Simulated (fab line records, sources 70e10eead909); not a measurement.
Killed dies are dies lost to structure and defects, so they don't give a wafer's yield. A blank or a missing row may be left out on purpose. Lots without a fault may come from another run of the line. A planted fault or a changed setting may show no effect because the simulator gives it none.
Chamber matching | flow nand_harc | NHARC_A_SGD_CUT_DESCUM_14 on rie_diel-06: 4 sister chambers
The step chemistry O2, time 3 s. 8 wafers are shown with their chamber, then 10 later ones without.

WAFERS WITH THEIR CHAMBER
wafer  | chamber | drypump_motor_current_A (A) | oes_product_au (a.u.)
L080.5 | 0       | 6.5                         | 0.986
L084.2 | 2       | 5.8                         | 0.996
L084.5 | 1       | 5.9                         | 1.005
L088.1 | 3       | 5.6                         | 1.007
L088.3 | 2       | 5.7                         | 1.002
L088.4 | 0       | 6.5                         | 0.988
L085.1 | 1       | 5.9                         | 1.017
L085.3 | 3       | 5.6                         | 1.013

WAFERS WITHOUT THEIR CHAMBER
wafer  | drypump_motor_current_A (A) | oes_product_au (a.u.)
L085.6 | 6.5                         | 0.980
L089.2 | 5.8                         | 0.997
L089.4 | 5.6                         | 1.012
L089.5 | 5.9                         | 1.008
L092.1 | 5.6                         | 1.012
L092.3 | 5.8                         | 1.002
L092.5 | 5.8                         | 0.996
L097.2 | 5.7                         | 0.987
L097.4 | 6.5                         | 0.975
L097.6 | 6.5                         | 0.981

WHICH CHAMBER EACH WENT THROUGH
wafer  | from the rows above     | in truth
L085.6 | 0                       | 0
L089.2 | 2                       | 2
L089.4 | 3                       | 3
L089.5 | 1                       | 1
L092.1 | 3                       | 3
L092.3 | can't be placed: 2 or 1 | 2
L092.5 | 2                       | 2
L097.2 | 2                       | 2
L097.4 | 0                       | 0
L097.6 | 0                       | 0
Placed correctly: 9 of 10. Can't be placed from these rows: 1 (the true chamber is among the candidates in 1). Placed wrongly: 0.
How it was worked out, from the rows above alone: a wafer's distance from a chamber is the root of the sum, over the readings, of the square of ((its reading less the chamber's mean) divided by the reading's scatter). The wafer belongs to the nearest chamber; if the next one is less than 2 further off, it can't be placed. A chamber's mean is the mean of its shown wafers. The scatter: the root of (the sum of the squares of (reading less its chamber's mean) over the shown wafers, divided by (wafers less chambers)).
